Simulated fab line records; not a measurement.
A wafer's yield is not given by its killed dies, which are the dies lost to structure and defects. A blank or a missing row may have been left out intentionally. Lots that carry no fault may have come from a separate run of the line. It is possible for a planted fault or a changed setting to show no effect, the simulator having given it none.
Struck lot and sound lot, side by side | flow nand harc | 30 steps out of a route of 1302
Sound: these wafers, L402.1, L402.5, L402.6. Struck: wafer L410.2 (L410.1, L410.4, from the same lot, were not struck and are left out); the cause is given at the end.
For every step that has rows: the tool of each side, followed by ch and its chambers, followed by its first start. Under that, the readings that differ: sound wafers | struck wafers | difference of the means | sigmas: that difference in standard deviations of wafers without a fault.
alike: readings whose means differ by less than 2 such deviations, and words and numbers that are the same on both sides. not compared: withheld readings, readings that some wafer has no value for, bounds like >300 that may hide the same value, and numbers for which the record gives no deviation and whose values overlap.
A row with sigmas, a row that says differs or no value, or rows on one side alone: a step with any of these is where the two part. Numbers that don't overlap but have no deviation are shown without sigmas and don't part them. A reading that every wafer of one side lacks parts them only if that side has two wafers or more.

first, 1 step without rows for these wafers: NHARC_P_CONTACT_ETCH_36 (etches the open film in N2/H2, target depth 260 nm, time 406.25 s).
NHARC_P_CONTACT_ETCH_18: etches the open film in C4F8/O2/Ar, target depth 481 nm, time 240.5 s.
  sound on rie diel-05 ch 1,2,3; struck on rie diel-02 ch 0
  alike: oes product au, rf vpp V
  not compared: rf hours counter h
then, 2 steps without rows for these wafers: NHARC_P_CONTACT_STRIP_37 (strips in C4F8/O2/Ar); NHARC_P_CONTACT_ETCH_31 (etches the open film in CH3F/O2, target depth 30 nm, time 85.7 s).
NHARC_P_CONTACT_CD_MEAS_19:
  sound on cd sem-01, day 7 08:05; struck on cd sem-02, day 10 15:11
  alike: cd nm
then, 2 steps without rows for these wafers: NHARC_P_CONTACT_STRIP_28 (strips in O2); NHARC_P_CONTACT_STRIP_29 (strips in post etch residue remover, time 1200 s).
NHARC_P_CONTACT_DEGAS_38: time 60 s.
  sound on pvd sputter-02, day 7 08:48; struck on pvd sputter-02, day 10 15:55
  alike: heater power w
then, 1 step without rows for these wafers: NHARC_P_CONTACT_PRE_CLEAN_39 (time 19.5 s).
NHARC_P_CONTACT_PVD_32: deposits Ti, target thk 5 nm, time 17.7 s.
  sound on pvd sputter-02; struck on pvd sputter-02
  alike: cathode dc power W, throttle valve pct
NHARC_P_CONTACT_ALD_22: deposits TiN, target thk 3 nm, pulse time 1 s, ald cycles 150.
  sound on ald metal-02 ch 0,2,3, day 7 09:06; struck on ald metal-02 ch 0, day 10 16:09
  alike: heater power w, precursor pulse height rel
then, 1 step without rows for these wafers: NHARC_P_CONTACT_CVD_23 (deposits W, target thk 200 nm, time 557 s).
NHARC_P_CONTACT_CMP_24: polishes, t overpolish 30 s, target thk 200 nm.
  sound on cmp-02 ch 0,2,3, day 7 09:58; struck on cmp-03 ch 2, day 10 17:02
  alike: motor current A, overpolish run s, time to endpoint s
then, 1 step without rows for these wafers: NHARC_P_CONTACT_SRD_26.
NHARC_P_CONTACT_INSPECT_27:
  sound on defect inspect-01, day 7 10:17; struck on defect inspect-01, day 10 17:28
  reading          | sound       | struck | difference | sigmas
  raw defect count | 460 843 310 | 892    | +354       | +2
then, 10 steps without rows for these wafers: NHARC_P_M0_DEP_00 (deposits SiOC, target thk 150 nm); NHARC_P_M0_DEHYDRATE_01 (time 120 s); NHARC_P_M0_HMDS_02 (time 30 s); NHARC_P_M0_COAT_33 (time 65 s); NHARC_P_M0_COAT_03 (resist thk 90 nm); NHARC_P_M0_SOFTBAKE_04 (time 55 s); NHARC_P_M0_EBR_05; NHARC_P_M0_EXPOSE_06 (exposes mask P M0, target cd 90 nm); NHARC_P_M0_PEB_07 (peb time 65 s); NHARC_P_M0_DEVELOP_08 (develop time 35 s).
NHARC_P_M0_CD_MEAS_09: target cd 90 nm.
  sound on cd sem-01 ch 0, day 7 11:11; struck on cd sem-02 ch 0, day 10 18:22
  alike: cd nm
NHARC_P_M0_OVL_MEAS_10: pitch 180 nm.
  sound on overlay-02, day 7 11:17; struck on overlay-01, day 10 18:27
  alike: overlay x nm, overlay y nm
NHARC_P_M0_INSPECT_11:
  sound on defect inspect-01, day 7 11:19; struck on defect inspect-01, day 10 18:29
  reading          | sound  | struck | difference | sigmas
  raw defect count | 6 9 13 | 272    | +263       | +99 or more
NHARC_P_M0_DESCUM_14: chemistry O2, time 3 s.
  sound on rie diel-04 ch 0,1,2, day 7 11:24; struck on rie diel-04 ch 1, day 10 18:33
  alike: drypump motor current A, oes product au, rf vpp V, showerhead plenum p Torr, throttle valve pct
  not compared: rf hours counter h
-- record jumps: 18 days between struck wafers' starts before vs after; left off in module P_M0, resumes in module END, first step shown is number 1302 of the route --
NHARC_END_SORT_01:
  the record has rows for the struck wafers here (prober-01 ch 0, day 28 18:44) and none for the sound ones

== WHERE THEY PART ==
First at NHARC_P_CONTACT_INSPECT_27; last, within this record, at NHARC_END_SORT_01.

WHY: the cause the simulator had injected
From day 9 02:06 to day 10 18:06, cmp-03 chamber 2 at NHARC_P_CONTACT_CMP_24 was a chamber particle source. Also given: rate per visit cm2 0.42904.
